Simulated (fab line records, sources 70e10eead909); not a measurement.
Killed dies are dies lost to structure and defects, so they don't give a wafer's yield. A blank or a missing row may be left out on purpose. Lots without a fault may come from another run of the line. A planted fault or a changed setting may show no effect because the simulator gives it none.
fab line records | flow nand_harc
record lots=10 wafers=30 last_day=34
route steps=1302 shown A_CONTACT@1078 END@1302
lots that met no fault: from a run of the same line without faults
start_h: hours from the record's first day to the start of the lot's first wafer shown | wait_h: hours since the lot's step before | " the same as in the row above | L1.1+2: a row that stands for several wafers | - no value, or no start given | * or withheld: withheld | < > ~ a bound
route shown NAME@n: a module of which the file shows steps, and the number in the route of the first | usual: mean/standard deviation of fault-free wafers | same: alike in all rows | chamber/n: place in a boat | sites: the reading at each site | _std_site: their standard deviation | _edge_site: outer sites' mean less inner sites' | radius_mm: how far each site lies from the wafer's centre | mask NAME#n: copy n | behind: the tool/chamber that last shaped the wafer | hold: why the lot was held/for how many hours/how that ended | device: the transistor (n, p or np) that didn't switch | end of line: the same wafers' tests at the end of the route | a step without rows: its recipe alone | killed: dies lost to structure and defects at the first sort, not the wafer's yield | map: a wafer's dies, x killed, . not, _ none there
set.NAME: the setting as run; set.NAME@STEP: as run at that earlier step | model.NAME: the simulator's own value behind a step, which no gauge read
steps of the route over a sample of lots; a table a step, a row a wafer
services: from which hour (start_h, from the record's first day; less than 0 if before it) a tool's chamber was out of use, for how many hours, and why
## steps
# step NHARC_A_CONTACT_CD_MEAS_08
# recipe target_cd_nm=200 landing_energy_ev=500
# usual cd_nm=199.8/0.44
# columns lot.wafer tool chamber start_h wait_h cd_nm
L622.2 cd_sem-02 0 516.21 - 199.9
L622.5 " 0 " " 199.3
L622.6 " 0 " " 200.2
L623.3 cd_sem-02 0 518.33 - 199.0
L623.4 " 0 " " 199.7
L623.6 " 0 " " 199.7
L633.2 cd_sem-02 0 631.59 - 200.4
L633.4 " 0 " " 200.2
L633.6 " 0 " " 199.9
L639.1 cd_sem-02 0 689.88 - 199.9
L639.4 " 0 " " 199.9
L639.5 " 0 " " 199.0
L641.2 cd_sem-03 0 691.15 - 200.1
L641.3 " 0 " " 199.3
L641.6 " 0 " " 199.5
L640.1 cd_sem-01 0 695.09 - 199.1
L640.2 " 0 " " 199.4
L640.6 " 0 " " 199.1
L642.4 cd_sem-03 0 721.31 - 200.4
L642.5 " 0 " " 199.9
L642.6 " 0 " " 199.2
L643.2 cd_sem-01 0 730.81 - 200.5
L643.3 " 0 " " 199.8
L643.6 " 0 " " 199.7
L645.3 cd_sem-01 0 743.20 - 200.1
L645.4 " 0 " " 200.1
L645.6 " 0 " " 200.3
L644.3 cd_sem-01 0 760.86 - 199.4
L644.4 " 0 " " 199.9
L644.5 " 0 " " 199.8
# step NHARC_A_CONTACT_DESCUM_13
# recipe time_s=3 o2_flow_sccm=200 ar_flow_sccm=0 bias_power_w=0 chemistry=O2
# usual drypump_motor_current_A=5.8/0.36 oes_product_au=1.000/0.013 rf_vpp_V=57.9/0.98 showerhead_plenum_p_Torr=1.91/0.1 throttle_valve_pct=11.311/0.009
# columns lot.wafer tool chamber start_h wait_h drypump_motor_current_A oes_product_au rf_hours_counter_h rf_vpp_V showerhead_plenum_p_Torr throttle_valve_pct
L622.2 rie_diel-09 2 516.41 0.1 6.2 1.009 3 57.7 1.89 11.315
L622.5 " 1 " " 5.8 1.034 - 58.6 2.06 11.309
L622.6 " 2 " " 6.2 1.019 - 57.3 1.89 11.308
L623.4 rie_diel-03 0 518.51 0.1 5.9 1.001 7 55.5 1.77 11.311
L623.3 " 1 " " 5.8 0.975 8 56.7 1.94 11.301
L623.6 " 0 " " 6.0 1.005 - 56.2 1.77 11.314
L633.4 rie_diel-03 0 631.79 0.1 6.0 1.004 23 56.9 1.76 11.297
L633.2 " 1 " " 5.8 1.002 26 58.1 1.93 11.314
L633.6 " 2 " " 6.0 0.995 - 58.3 1.93 11.318
L639.1 rie_diel-03 3 690.07 0.1 5.7 0.998 8 57.9 1.76 11.313
L639.4 " 0 " " 6.0 1.003 9 59.4 2.07 11.295
L639.5 " 3 " " 5.7 1.005 - 56.6 1.76 11.309
L641.2 rie_diel-03 3 691.34 0.1 5.7 1.005 8 57.6 1.76 11.338
L641.3 " 0 " " 6.0 0.997 10 59.2 2.07 11.308
L641.6 " 3 " " 5.7 0.994 - 57.7 1.76 11.302
L640.2 rie_diel-13 0 695.29 0.1 5.1 1.004 60 58.4 2.00 11.317
L640.1 " 2 " " 5.1 0.995 57 58.8 1.95 11.329
L640.6 " 0 " " 5.1 0.993 - 57.2 2.00 11.307
L642.5 rie_diel-03 1 721.52 0.1 5.8 0.984 - 56.9 1.93 11.299
L642.6 " 3 " " 5.7 1.007 - 58.3 1.76 11.307
L642.4 " 0 " " 6.0 1.001 - 58.7 2.07 11.308
L643.3 rie_diel-03 1 730.99 0.1 5.8 0.977 14 57.9 1.93 11.312
L643.2 " 2 " " 6.1 1.006 14 59.1 1.92 11.310
L643.6 " 1 " " 5.8 0.980 - 59.5 1.93 11.317
L645.3 rie_diel-09 3 743.39 0.1 6.0 0.993 13 59.7 2.05 11.310
L645.4 " 0 " " 4.9 0.982 19 57.3 1.88 11.316
L645.6 " 0 " " 4.9 0.981 - 56.6 1.88 11.328
L644.3 rie_diel-03 1 761.05 0.1 5.8 0.976 19 58.4 1.93 11.316
L644.5 " 3 " " 5.7 1.004 - 55.8 1.76 11.329
L644.4 " 2 " " 6.0 1.009 - 58.1 1.92 11.306
# step NHARC_A_CONTACT_ETCH_89
# recipe target_depth_a=2600 over_etch_frac=0.3 time_s=475.3 ion_energy_ev=200 n2_flow_sccm=150 h2_flow_sccm=150 ar_flow_sccm=0 rf_w=400 bias_w=150 chemistry=N2/H2
# usual drypump_motor_current_A=5.8/0.36 oes_product_au=1.000/0.013 rf_vpp_V=431/3.1 run_length_s=496.7/0.42 showerhead_plenum_p_Torr=2.04/0.11 throttle_valve_pct=14.170/0.0095
# same over_etch_frac=0.3
# columns lot.wafer tool chamber start_h wait_h drypump_motor_current_A oes_product_au rf_hours_counter_h rf_vpp_V run_length_s showerhead_plenum_p_Torr throttle_valve_pct
L622.2 rie_diel-09 3 516.61 - 6.0 1.008 3 435 496.7 2.22 14.166
L622.6 " 2 " " 6.2 0.995 - 430 496.5 2.01 14.177
L622.5 " 3 " " 6.0 1.004 - 434 496.3 2.22 14.181
L623.3 rie_diel-03 0 518.69 - 6.0 0.999 7 427 496.5 1.88 14.174
L623.4 " 2 " " 6.0 1.001 8 432 496.3 2.06 14.178
L623.6 " 1 " " 5.8 0.996 - 433 497.3 2.07 14.173
L633.4 rie_diel-03 1 631.95 - 5.7 0.988 26 430 496.9 2.06 14.181
L633.2 " 0 " " 5.9 1.004 23 426 361.4 1.87 14.189
L633.6 " 1 " " 5.8 0.988 - 431 496.8 2.06 14.186
L639.1 rie_diel-03 1 690.24 - 5.8 0.975 9 431 496.9 2.06 14.179
L639.4 " 0 " " 5.9 1.010 9 435 496.0 2.22 14.179
L639.5 " 1 " " 5.8 0.990 - 430 496.9 2.06 14.168
L641.2 rie_diel-03 3 691.51 - 5.7 1.009 8 425 496.8 1.87 14.161
L641.3 " 1 " " 5.7 0.983 10 431 497.6 2.06 14.175
L641.6 " 0 " " 6.0 1.009 - 436 496.3 2.21 14.179
L640.1 rie_diel-13 0 695.49 - 5.0 0.997 60 433 496.4 2.14 14.185
L640.2 " 2 " " 5.1 0.992 57 432 497.0 2.08 14.171
L640.6 " 0 " " 5.0 0.994 - 433 496.3 2.13 14.188
L642.4 rie_diel-03 0 721.84 - 6.0 0.993 - 434 496.1 2.21 14.161
L642.6 " 1 " " 5.8 0.975 - 431 497.0 2.06 14.173
L642.5 " 3 " " 5.7 1.016 - 425 496.9 1.87 14.163
L643.2 rie_diel-03 1 731.16 - 5.8 0.978 14 432 496.8 2.06 14.162
L643.3 " 2 " " 6.0 1.004 14 431 496.3 2.05 14.161
L643.6 " 2 " " 6.0 1.009 - 431 496.5 2.05 14.165
L645.3 rie_diel-09 2 743.61 - 6.2 1.000 18 428 496.4 1.99 14.182
L645.4 " 0 " " 4.9 0.986 19 429 497.4 2.00 14.153
L645.6 " 2 " " 6.2 0.995 - 428 496.6 1.99 14.175
L644.3 rie_diel-03 2 761.34 - 6.0 1.014 20 430 496.7 2.05 14.165
L644.5 " 3 " " 5.7 0.999 - 427 496.9 1.87 14.188
L644.4 " 2 " " 6.0 1.011 - 431 496.6 2.05 14.179
# step NHARC_A_CONTACT_ETCH_98
# recipe target_depth_a=200 over_etch_frac=0.5 time_s=10 ion_energy_ev=250 c4f6_flow_sccm=25 o2_flow_sccm=20 ar_flow_sccm=500 rf_w=600 bias_w=500 chemistry=C4F6/O2
# usual c4f6_flow_sccm=25.00/0.068 drypump_motor_current_A=5.8/0.31 oes_product_au=0.950/0.017 rf_vpp_V=546/3.8 run_length_s=31.1/0.34 showerhead_plenum_p_Torr=3.89/0.18 throttle_valve_pct=26.903/0.0088
# same over_etch_frac=0.5
# columns lot.wafer tool chamber start_h wait_h c4f6_flow_sccm drypump_motor_current_A oes_product_au rf_hours_counter_h rf_vpp_V run_length_s showerhead_plenum_p_Torr throttle_valve_pct
L622.2 rie_diel-13 2 - - 25.10 5.1 0.945 62 550 31.1 4.03 26.896
L622.6 " 2 " " 25.12 5.1 0.953 - 549 31.0 4.03 26.896
L622.5 " 3 " " 24.95 6.4 0.957 - 544 30.5 3.72 26.899
L623.3 rie_diel-03 0 - - 25.04 6.0 0.942 8 540 30.7 3.65 26.903
L623.4 " 1 " " 25.03 5.7 0.938 9 549 31.2 3.97 26.907
L623.6 " 3 " " 24.97 5.7 0.936 - 542 31.2 3.65 26.900
L633.4 rie_diel-03 0 - - 25.00 6.0 0.962 24 542 30.5 3.64 26.897
L633.2 " 1 " " 24.95 5.8 0.944 26 547 31.5 3.96 26.909
L633.6 " 0 " " 25.14 6.0 0.965 - 540 30.8 3.64 26.897
L639.4 rie_diel-13 0 - - 24.97 5.0 0.947 60 550 30.7 4.09 26.901
L639.1 " 1 " " 25.01 5.3 0.951 54 547 31.0 3.92 26.892
L639.5 " 3 " " 24.98 6.4 0.920 - 542 30.3 3.68 26.918
L641.2 rie_diel-03 2 - - 24.90 6.0 0.940 9 548 30.8 3.94 26.899
L641.3 " 0 " " 24.96 6.0 0.945 10 552 30.8 4.22 26.897
L641.6 " 2 " " 24.90 6.0 0.947 - 547 31.3 3.94 26.897
L640.2 rie_diel-03 2 - - 25.01 6.0 0.942 9 547 31.0 3.94 26.909
L640.1 " 0 " " 25.03 6.0 0.957 10 553 30.5 4.22 26.905
L640.6 " 3 " " 25.01 5.7 0.950 - 541 31.2 3.64 26.898
L642.4 rie_diel-03 2 - - 24.90 6.1 0.946 14 548 30.9 3.94 26.904
L642.5 " 2 " " 24.93 6.0 0.950 - 547 31.0 3.94 26.904
L642.6 " 3 " " 24.95 5.7 0.943 - 541 31.4 3.64 26.915
L643.2 rie_diel-03 1 - - 24.93 5.8 0.948 14 548 31.3 3.95 26.882
L643.3 " 0 " " 24.86 6.0 0.966 16 553 30.7 4.22 26.926
L643.6 " 1 " " 24.86 5.8 0.952 - 547 31.3 3.95 26.896
L645.4 rie_diel-03 1 - - 24.94 5.8 0.926 17 548 31.3 3.95 26.912
L645.3 " 2 " " 24.96 6.0 0.960 17 548 31.3 3.94 26.908
L645.6 " 1 " " 24.94 5.8 0.916 - 548 31.3 3.95 26.905
L644.4 rie_diel-03 3 - - 25.12 5.8 0.953 22 541 31.5 3.63 26.894
L644.3 " 0 " " 24.98 6.0 0.940 21 553 30.6 4.21 26.903
L644.5 " 2 " " 24.97 6.1 0.946 - 547 31.4 3.93 26.893
# step NHARC_END_SORT_01
# recipe temp_c=25
# usual killed_at_array=51/18 killed_at_other=1.0/1.2 killed_at_periphery=3.7/2.9 killed_dies=55/19 killed_open=3.5/1.9 killed_short=2.6/1.6
# same gross_dies=677
# columns lot.wafer tool chamber start_h wait_h hold killed_at_array killed_at_other killed_at_periphery killed_dies killed_open killed_short
L622.2 prober-02 0 570.49 2.8 - 19 1 1 21 3 2
L622.5 prober-02 0 572.86 3.7 - 19 1 0 20 5 1
L622.6 prober-02 0 573.64 3.9 - 12 1 3 16 2 1
L633.2 prober-01 0 683.72 2.8 await_dispo/1.7h/release 649 0 0 649 6 2
L633.4 prober-01 0 685.36 3.4 await_dispo/1.7h/release 26 0 5 31 5 2
L633.6 prober-01 0 686.99 4.1 await_dispo/1.7h/release 35 0 3 38 3 3
L639.1 prober-01 0 739.84 2.5 - 55 0 1 56 1 3
L639.4 prober-01 0 742.20 3.4 - 50 0 4 54 4 2
L639.5 prober-01 0 742.99 3.7 - 49 0 3 52 0 0
L641.2 prober-02 0 740.70 2.8 - 51 3 5 59 6 7
L641.3 prober-02 0 741.51 3.1 - 66 4 0 70 1 3
L641.6 prober-02 0 743.91 4.0 - 33 3 1 37 3 4
L640.1 prober-01 0 747.57 2.5 - 54 1 6 61 5 1
L640.2 prober-01 0 748.37 2.8 - 58 4 5 67 6 3
L640.6 prober-01 0 751.57 4.0 - 51 1 3 55 2 1
L642.4 prober-02 0 779.73 3.4 - 65 0 4 69 3 4
L642.5 prober-02 0 780.52 3.7 - 54 1 5 60 2 6
L642.6 prober-02 0 781.32 4.0 - 53 1 4 58 5 1
L643.2 prober-01 0 783.42 2.8 - 39 1 5 45 7 4
L643.3 prober-01 0 784.21 3.1 - 27 1 3 31 6 1
L643.6 prober-01 0 786.58 3.9 - 62 3 1 66 4 3
# killed by level:class
L622.2 A_CHANNEL_HOLE_D2:chamber_film_flake=4 A_WL_FILL:chamber_film_flake=4 A_CHANNEL_HOLE_D1:chamber_film_flake=2 A_CONTACT:chamber_film_flake=2 P_CONTACT:geometric_particle:open=1 A_DECK1_JOINT:geometric_particle:short=1 A_CHANNEL_FILL_D2:geometric_particle:open=1 A_WL_FILL:geometric_particle:short=1
L622.5 A_STAIRCASE:chamber_film_flake=6 A_CHANNEL_FILL_D1:geometric_particle:open=2 A_CHANNEL_HOLE_D2:chamber_film_flake=2 A_CHANNEL_FILL_D2:chamber_film_flake=2 A_CONTACT:chamber_film_flake=2 A_ONON_D1:geometric_particle:open=1 A_ONON_D1:geometric_particle:short=1 A_ONON_D2:geometric_particle:open=1
L622.6 A_CONTACT:chamber_film_flake=3 A_CHANNEL_HOLE_D1:chamber_film_flake=2 A_CHANNEL_HOLE_D2:chamber_film_flake=2 P_CONTACT:geometric_particle:open=1 A_CHANNEL_FILL_D1:geometric_particle:short=1 A_WL_FILL:geometric_particle:open=1 P_STI:chamber_film_flake=1 P_GATE:chamber_film_flake=1
L633.2 A_CONTACT:area_etch=620 A_CHANNEL_HOLE_D2:chamber_film_flake=6 A_STAIRCASE:chamber_film_flake=6 A_SLIT:chamber_film_flake=5 A_SOURCE_PLATE:geometric_particle:open=2 A_ONON_D2:geometric_particle:short=2 A_CHANNEL_FILL_D1:geometric_particle:open=1 A_CHANNEL_FILL_D2:geometric_particle:open=1
L633.4 A_STAIRCASE:chamber_film_flake=7 A_CONTACT:chamber_film_flake=6 A_CHANNEL_HOLE_D1:chamber_film_flake=3 A_CHANNEL_HOLE_D2:chamber_film_flake=3 P_M1:geometric_particle:open=2 A_ONON_D1:geometric_particle:short=2 P_GATE:chamber_film_flake=2 A_SLIT:chamber_film_flake=2
L633.6 A_CHANNEL_HOLE_D1:chamber_film_flake=9 A_STAIRCASE:chamber_film_flake=7 A_CHANNEL_HOLE_D2:chamber_film_flake=4 A_SLIT:chamber_film_flake=4 A_DECK1_JOINT:geometric_particle:short=3 P_GATE:chamber_film_flake=2 A_CHANNEL_FILL_D2:chamber_film_flake=2 A_WL_FILL:chamber_film_flake=2
L639.1 A_SLIT:chamber_film_flake=24 A_CHANNEL_HOLE_D2:chamber_film_flake=17 A_CHANNEL_HOLE_D1:chamber_film_flake=5 A_CHANNEL_FILL_D2:chamber_film_flake=2 A_CONTACT:chamber_film_flake=2 A_ONON_D1:geometric_particle:short=1 A_DECK1_JOINT:geometric_particle:short=1 A_CHANNEL_FILL_D2:geometric_particle:open=1
L641.2 A_CHANNEL_HOLE_D2:chamber_film_flake=28 A_CHANNEL_HOLE_D1:chamber_film_flake=6 A_CONTACT:chamber_film_flake=4 A_SLIT:chamber_film_flake=3 A_WL_FILL:geometric_particle:open=2 THIN_TSV:chamber_film_flake=2 P_CONTACT:geometric_particle:short=1 P_CONTACT:geometric_particle:open=1
L641.3 A_CHANNEL_HOLE_D2:chamber_film_flake=25 A_CHANNEL_HOLE_D1:chamber_film_flake=15 A_CONTACT:chamber_film_flake=13 A_SLIT:chamber_film_flake=5 THIN_TSV:chamber_film_flake=4 A_DECK1_JOINT:chamber_film_flake=2 A_ONON_D1:geometric_particle:short=1 A_ONON_D2:geometric_particle:short=1
L639.4 A_SLIT:chamber_film_flake=30 A_CHANNEL_HOLE_D2:chamber_film_flake=9 A_CHANNEL_HOLE_D1:chamber_film_flake=3 A_CONTACT:chamber_film_flake=2 P_CONTACT:geometric_particle:open=1 P_M0:geometric_particle:open=1 A_ONON_D1:geometric_particle:short=1 A_CHANNEL_FILL_D1:geometric_particle:open=1
L639.5 A_CHANNEL_HOLE_D2:chamber_film_flake=21 A_SLIT:chamber_film_flake=18 A_CHANNEL_HOLE_D1:chamber_film_flake=4 P_STI:chamber_film_flake=2 A_DECK1_JOINT:chamber_film_flake=2 A_CONTACT:chamber_film_flake=2 P_GATE:chamber_film_flake=1 A_CHANNEL_FILL_D2:chamber_film_flake=1
L641.6 A_CONTACT:chamber_film_flake=8 A_CHANNEL_HOLE_D1:chamber_film_flake=6 A_CHANNEL_HOLE_D2:chamber_film_flake=6 A_SLIT:chamber_film_flake=3 THIN_TSV:chamber_film_flake=3 A_ONON_D2:geometric_particle:open=2 A_WL_FILL:chamber_film_flake=2 P_CONTACT:geometric_particle:short=1
L640.1 A_CHANNEL_HOLE_D1:chamber_film_flake=38 A_CONTACT:chamber_film_flake=5 A_WL_FILL:chamber_film_flake=3 P_M1:chamber_film_flake=2 A_SLIT:chamber_film_flake=2 A_STAIRCASE:chamber_film_flake=2 P_GATE:geometric_particle:short=1 P_CONTACT:geometric_particle:open=1
L640.2 A_CHANNEL_HOLE_D1:chamber_film_flake=32 A_CONTACT:chamber_film_flake=7 P_M1:chamber_film_flake=4 A_SLIT:chamber_film_flake=4 A_WL_FILL:chamber_film_flake=4 HYBRID_BOND:chamber_film_flake=3 A_DECK1_JOINT:geometric_particle:open=2 A_ONON_D2:geometric_particle:open=2
L640.6 A_CHANNEL_HOLE_D1:chamber_film_flake=34 A_WL_FILL:chamber_film_flake=5 A_CONTACT:chamber_film_flake=5 P_M1:chamber_film_flake=3 A_SLIT:chamber_film_flake=2 A_ONON_D1:geometric_particle:open=1 A_CONTACT:geometric_particle:short=1 A_M0:geometric_particle:open=1
L642.4 A_CHANNEL_HOLE_D2:chamber_film_flake=22 A_SLIT:chamber_film_flake=21 A_CHANNEL_HOLE_D1:chamber_film_flake=8 P_M0:chamber_film_flake=3 A_CHANNEL_FILL_D1:geometric_particle:short=2 A_CONTACT:chamber_film_flake=2 A_M0:chamber_film_flake=2 P_CONTACT:geometric_particle:short=1
L642.5 A_SLIT:chamber_film_flake=36 A_CHANNEL_HOLE_D2:chamber_film_flake=8 P_M0:chamber_film_flake=4 A_CHANNEL_HOLE_D1:chamber_film_flake=3 P_CONTACT:geometric_particle:short=1 A_DECK1_JOINT:geometric_particle:short=1 A_CHANNEL_FILL_D2:geometric_particle:open=1 A_CHANNEL_FILL_D2:geometric_particle:short=1
L642.6 A_CHANNEL_HOLE_D2:chamber_film_flake=29 A_SLIT:chamber_film_flake=9 A_CHANNEL_HOLE_D1:chamber_film_flake=7 P_M0:chamber_film_flake=2 P_GATE:geometric_particle:open=1 P_M0:geometric_particle:open=1 A_CHANNEL_FILL_D1:geometric_particle:open=1 A_ONON_D2:geometric_particle:open=1
L643.2 A_SLIT:chamber_film_flake=9 A_SGD_CUT:chamber_film_flake=8 A_CONTACT:chamber_film_flake=6 A_CHANNEL_HOLE_D1:chamber_film_flake=4 P_GATE:geometric_particle:open=2 P_ZERO_WELL:chamber_film_flake=2 P_CONTACT:geometric_particle:open=1 A_CHANNEL_FILL_D1:geometric_particle:open=1
L643.3 A_SLIT:chamber_film_flake=10 A_SGD_CUT:chamber_film_flake=4 A_CHANNEL_HOLE_D1:chamber_film_flake=3 A_CONTACT:chamber_film_flake=3 A_STAIRCASE:chamber_film_flake=2 P_GATE:geometric_particle:open=1 P_CONTACT:geometric_particle:open=1 P_M0:geometric_particle:open=1
L643.6 A_SLIT:chamber_film_flake=28 A_CHANNEL_HOLE_D1:chamber_film_flake=15 A_SGD_CUT:chamber_film_flake=3 A_CONTACT:chamber_film_flake=3 THIN_TSV:chamber_film_flake=3 A_CHANNEL_FILL_D2:geometric_particle:open=2 A_ZERO_WELL:chamber_film_flake=2 A_STAIRCASE:chamber_film_flake=2
## services
# columns tool chamber start_h hours kind
rie_diel-09 - 497.23 9.0 pm
rie_diel-03 0 516.39 - clean
rie_diel-03 1 516.39 - clean
rie_diel-03 2 516.39 - clean
rie_diel-03 3 516.39 - clean
rie_diel-13 - 520.51 9.0 pm
rie_diel-13 1 534.71 5.6 repair
rie_diel-03 0 540.89 - clean
rie_diel-03 1 540.89 - clean
rie_diel-03 2 540.89 - clean
rie_diel-03 3 540.89 - clean
rie_diel-03 0 565.39 - clean
rie_diel-09 1 614.05 21.8 repair
rie_diel-03 - 635.49 9.0 pm
rie_diel-09 2 636.53 4.5 repair
rie_diel-09 3 667.97 27.0 repair
rie_diel-09 - 674.23 9.0 pm
rie_diel-09 - 690.00 1.5 repair
rie_diel-13 - 697.55 9.0 pm
rie_diel-03 1 709.16 9.5 repair
rie_diel-13 0 716.02 8.3 repair
rie_diel-03 2 719.35 2.9 repair
rie_diel-09 1 722.39 2.7 repair
rie_diel-03 0 759.99 3.4 repair
## key
first_sign step=NHARC_A_CONTACT_ETCH_89 reading=run_length_s direction=down sigmas=99+ usual=* struck=*
effect step=NHARC_END_SORT_01 reading=killed_at_array direction=up sigmas=33 usual=51 struck=649
more_kills_born_at NHARC_A_CONTACT_ETCH_89@rie_diel-03=620
met_at NHARC_A_CONTACT_ETCH_89
struck_lots L633
struck_wafers L633.2
later_rows_left_out L633.2
tester_left_out L633
not_acting_at NHARC_A_CONTACT_CD_MEAS_08,NHARC_A_CONTACT_DESCUM_13,NHARC_A_CONTACT_ETCH_98
onset_between 518.69 631.95
fault kind=process_parameter_drift tool=rie_diel-03 chamber=0 onset_h=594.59 steps=NHARC_A_CONTACT_ETCH_89 channel=time_s offset=* shape=step end_h=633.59 acts_in=* stated=*
# tester_left_out: of these lots the tester's yield and bins aren't shown, on N5 and GAA mostly nor the transistor test; their killed dies are dies lost to structure and defects alone, not to doping, threshold or leakage, so they don't give the yield
# later_rows_left_out: the simulator's readings of these wafers behind a module that went badly wrong aren't trusted and aren't shown, but for the sort
